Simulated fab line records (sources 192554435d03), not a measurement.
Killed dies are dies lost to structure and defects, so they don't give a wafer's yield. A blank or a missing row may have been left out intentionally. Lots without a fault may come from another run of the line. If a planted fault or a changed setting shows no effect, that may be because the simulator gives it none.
2 desks looking at one fault || flow n5 finfet || each desk holds nothing but its own numbers, with what lay behind them at the end

== DESK OF THE TOOL OWNER: pecvd-03 ==
The tool's own readings at N5_BEOL_M14_DEP_53 (deposits SiCN from 3MS/NH3, target thk 50 nm, time 17.8 s): means of the sampled wafers that have a number, for each lot that ran on this tool. The brackets show how far a lot's mean lies from the usual mean; more than 4 standard deviations puts the lot out of limits, marked OUT.
Columns: A = showerhead plenum p Torr at N5_BEOL_M14_DEP_53, usual 4.146 Torr; B = showerhead vpp V at N5_BEOL_M14_DEP_53, usual 1659 V; C = throttle valve pct at N5_BEOL_M14_DEP_53, usual 17.7 %
{"lot": "L640", "first seen here": "day 12 12:52", "A": 4.126, "B": 1704, "C": 17.5}
{"lot": "L642", "first seen here": "day 12 19:20", "A": 4.097, "B": 1763, "C": 17.8}
{"lot": "L651", "first seen here": "day 16 03:58", "A": 4.142, "B": 1615, "C": 17.6}
{"lot": "L653", "first seen here": "day 16 21:57", "A": 4.129, "B": 1667, "C": 17.9}
{"lot": "L656", "first seen here": "day 17 16:20", "A": 4.135, "B": 1650, "C": 17.8}
Finding of this desk: none of the 5 lots has anything out of limits.

== THE DEFECT DESK ==
Counts from the inspections along the route, per lot, as means over the sampled wafers that have a number. The brackets show how far a lot's mean lies from the usual mean; more than 4 standard deviations puts the lot out of limits, marked OUT.
Columns: A = raw defect count at N5_BEOL_M14_INSPECT_30, usual 2.2; B = raw defect count at N5_BEOL_M14_INSPECT_55, usual 71
{"lot": "L641", "first seen here": "day 11 22:11", "A": 2.0, "B": 103}
{"lot": "L640", "first seen here": "day 12 07:00", "A": 2.7, "B": 80}
{"lot": "L642", "first seen here": "day 12 15:26", "A": 3.0, "B": 54}
{"lot": "L645", "first seen here": "day 13 19:19", "A": 1.7, "B": 80}
{"lot": "L647", "first seen here": "day 14 10:20", "A": 1.7, "B": 53}
{"lot": "L648", "first seen here": "day 14 14:10", "A": 2.3, "B": 84}
{"lot": "L651", "first seen here": "day 16 00:11", "A": 2.7, "B": "537 (+19) OUT"}
{"lot": "L653", "first seen here": "day 16 16:31", "A": 1.7, "B": "544 (+19) OUT"}
{"lot": "L656", "first seen here": "day 17 11:28", "A": 2.3, "B": "507 (+17) OUT"}
{"lot": "L662", "first seen here": "day 18 13:48", "A": 1.3, "B": 60}
This desk's finding: out of limits on L651, L653, L656; first on L651, day 16 04:04 (raw defect count at N5_BEOL_M14_INSPECT_55). In limits: L641, L640, L642, L645, L647, L648, L662.

== TAKEN TOGETHER ==
The defect desk could have raised an alarm at day 16 04:04, on L651, L653, L656.
The tool owner's desk saw nothing out of limits.
Tool owner's desk: L651, L653, L656 on record, inside its limits.
All the named lots went through N5_BEOL_M14_DEP_53 on pecvd-03.

== WHAT WAS PUT IN BY THE SIMULATOR ==
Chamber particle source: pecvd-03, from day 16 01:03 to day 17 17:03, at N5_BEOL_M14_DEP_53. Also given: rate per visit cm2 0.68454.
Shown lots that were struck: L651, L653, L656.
Hours from the fault's start to each desk's first reading out of limits: the defect desk, 3.
